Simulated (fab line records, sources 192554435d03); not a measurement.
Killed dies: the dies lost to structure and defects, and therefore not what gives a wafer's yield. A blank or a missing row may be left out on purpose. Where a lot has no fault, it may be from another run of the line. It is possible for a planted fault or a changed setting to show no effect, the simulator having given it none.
Matching of chambers -- flow n5Finfet -- cmp-03 running N5_BEOL_M0_CMP_120: 4 sister chambers
The step polishes, stops on SiOC, t overpolish 6.9 s. 4 wafers are shown with their chamber, then 11 later ones without.

== WAFERS WITH THEIR CHAMBER ==
wafer,chamber,motorCurrentA (A)
L086.2,3,6.5
L088.1,1,6.6
L088.3,0,6.0
L090.3,2,6.8

== WAFERS MISSING THEIR CHAMBER ==
wafer,motorCurrentA (A)
L090.4,5.9
L090.6,6.9
L094.2,6.7
L094.5,6.0
L094.6,5.9
L095.1,6.5
L095.4,5.7
L095.6,6.3
L096.1,6.8
L096.2,6.7
L096.4,6.0

== CHAMBER TAKEN BY EACH ==
wafer,from the rows above,in truth
L090.4,0,0
L090.6,can't be placed: 2 or 1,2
L094.2,can't be placed: 2 or 1 or 3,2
L094.5,0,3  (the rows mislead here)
L094.6,0,0
L095.1,can't be placed: 3 or 1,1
L095.4,0,0
L095.6,can't be placed: 3 or 0 or 1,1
L096.1,can't be placed: 2 or 1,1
L096.2,can't be placed: 2 or 1 or 3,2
L096.4,0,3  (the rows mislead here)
3 of 11 placed correctly. Can't be placed from these rows: 6 (the true chamber is among the candidates in 6). Wrongly placed: 2.
How it was worked out, from the rows above alone: a wafer's distance from a chamber is the root of the sum, over the readings, of the square of ((its reading less the chamber's mean) divided by the reading's scatter). The wafer belongs to the nearest chamber; if the next one is less than 2 further off, it can't be placed. The mean given for a chamber averages the wafers shown for that chamber. The scatter (one wafer shown for each chamber): square how far every hidden wafer sits from the nearest shown wafer, average those squares and take the square root.
